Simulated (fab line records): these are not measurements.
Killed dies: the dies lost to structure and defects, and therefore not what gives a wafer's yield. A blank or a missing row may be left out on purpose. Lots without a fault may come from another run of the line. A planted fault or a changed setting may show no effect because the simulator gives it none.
Struck lot and sound lot, side by side + flow n5_finfet + 15 out of 1938 route steps
Sound: wafers L811.2, L811.3, L811.4. Struck: wafers L823.1, L823.2, L823.4. The cause is given at the end.
At each step with rows: each side's tool, then ch and its chambers, then its first start. Under that, the readings that differ: sound wafers + struck wafers + difference of the means + sigmas: that difference in standard deviations of wafers without a fault.
alike: readings with means less than 2 such deviations apart, plus words and numbers identical on both sides. not compared: withheld readings, readings lacking a value on some wafer, bounds such as >300 that could conceal the same value, and numbers that have no deviation in the record and whose values overlap.
The two part at a step that has a row with sigmas, a row that says differs or no value, or rows on one side only. Non-overlapping numbers with no deviation appear without sigmas and do not part them. A reading that every wafer of one side lacks parts them only if that side has two wafers or more.

N5_BEOL_M5_VIA_ETCH_34: etches SiCOH lowk in C4F6/O2, target depth 88.3 nm, time 39.2 s.
  sound on rie_diel-03 ch 1,3, day 9 05:48; struck on rie_diel-02 ch 0,2,3, day 12 03:54
  alike: bias_w, chamber_pressure_mTorr, drypump_motor_current_A, oes_product_au, rf_vpp_V, showerhead_plenum_p_Torr, throttle_valve_pct
  not compared: rf_hours_counter_h
then, 2 steps without rows for these wafers: N5_BEOL_M5_STRIP_85 (strips in C4F6/O2); N5_BEOL_M5_STRIP_36 (strips in N2/H2).
N5_BEOL_M5_TRENCH_ETCH_37: etches SiCOH lowk in C4F6/O2, target depth 71.652 nm, time 24.7 s.
  sound: rie_diel-03 ch 1,3; struck: rie_diel-02 ch 0,2,3
  alike: bias_w, chamber_pressure_mTorr, drypump_motor_current_A, oes_product_au, rf_vpp_V, showerhead_plenum_p_Torr, throttle_valve_pct
  not compared: rf_hours_counter_h
N5_BEOL_M5_ETCH_41: etches SiCN in CH3F/O2, target depth 31.5 nm, time 56.7 s.
  sound: rie_diel-03 ch 1,3; struck: rie_diel-02 ch 0,2,3
  alike: bias_w, chamber_pressure_mTorr, drypump_motor_current_A, oes_product_au, rf_vpp_V, showerhead_plenum_p_Torr, throttle_valve_pct
  not compared: rf_hours_counter_h
N5_BEOL_M5_STRIP_91: strips in N2/H2, time 10 s.
  sound: rie_diel-03 ch 1,3; struck: rie_diel-02 ch 0,2,3
  alike: chamber_pressure_mTorr, drypump_motor_current_A, oes_product_au, rf_vpp_V, showerhead_plenum_p_Torr, temp_c, throttle_valve_pct
  not compared: rf_hours_counter_h
N5_BEOL_M5_OCD_MEAS_38:
  sound on ocd-01 at day 9 06:02; struck on ocd-02 at day 12 04:08
  alike: trench_depth_nm
then, 4 steps without rows for these wafers: N5_BEOL_M5_HM_STRIP_39 (strips TiN in peroxide tin strip, target depth 25 nm, time 158 s); N5_BEOL_M5_SRD_40 (time 30 s); N5_BEOL_M5_PRECLEAN_42 (cleans in residue remover, time 60 s); N5_BEOL_M5_SRD_43 (time 30 s).
N5_BEOL_M5_CD_MEAS_35: target cd 28 nm, target cd y 24 nm.
  sound on cd_sem-03 at day 9 06:11; struck on cd_sem-01 at day 12 04:17
  alike: cd_nm
N5_BEOL_M5_CURE_80: cures SiCOH lowk, time 120 s.
  sound on uv_cure-02 ch 0, day 9 06:30; struck on uv_cure-02 ch 1, day 12 04:20
  no value came back on the struck wafers for lamp_power_pct (%), run_length_s (s), wafer_temp_C_max; on the sound wafers lamp_power_pct (%) reads 52.41 52.27 52.30
N5_BEOL_M5_DEGAS_44: time 60 s.
  sound on pvd_sputter-03 at day 9 06:49; struck on pvd_sputter-03 at day 12 04:51
  alike: heater_power_w
-- a jump in the record: the struck wafers' starts before and after are 4 days apart (it breaks off in module BEOL_M5 and resumes in module PASSIVATION, where the first step shown is number 1936 of the route) --
N5_PASSIVATION_PROBE_49:
  sound on prober-01 at day 13 03:56; struck on prober-02 at day 16 10:16
| reading             | sound    | struck   | difference | sigmas |
|---------------------|----------|----------|------------|--------|
| killed_at_front_end | 59 62 58 | 30 35 36 | -26        | -2     |
| killed_short        | 50 56 34 | 32 29 29 | -17        | -2     |
  alike: defect_limited_yield, killed_at_M0_to_M3, killed_at_M4_up, killed_at_contacts, killed_at_other, killed_dies, killed_open, sort_bin_5_function, sort_bin_6_memory, sort_bin_8_speed, sort_n_pass, sort_yield_pct

## WHERE THEY PART
Earliest at N5_BEOL_M5_CURE_80; latest, in this record, at N5_PASSIVATION_PROBE_49.

WHY: the cause the simulator had injected
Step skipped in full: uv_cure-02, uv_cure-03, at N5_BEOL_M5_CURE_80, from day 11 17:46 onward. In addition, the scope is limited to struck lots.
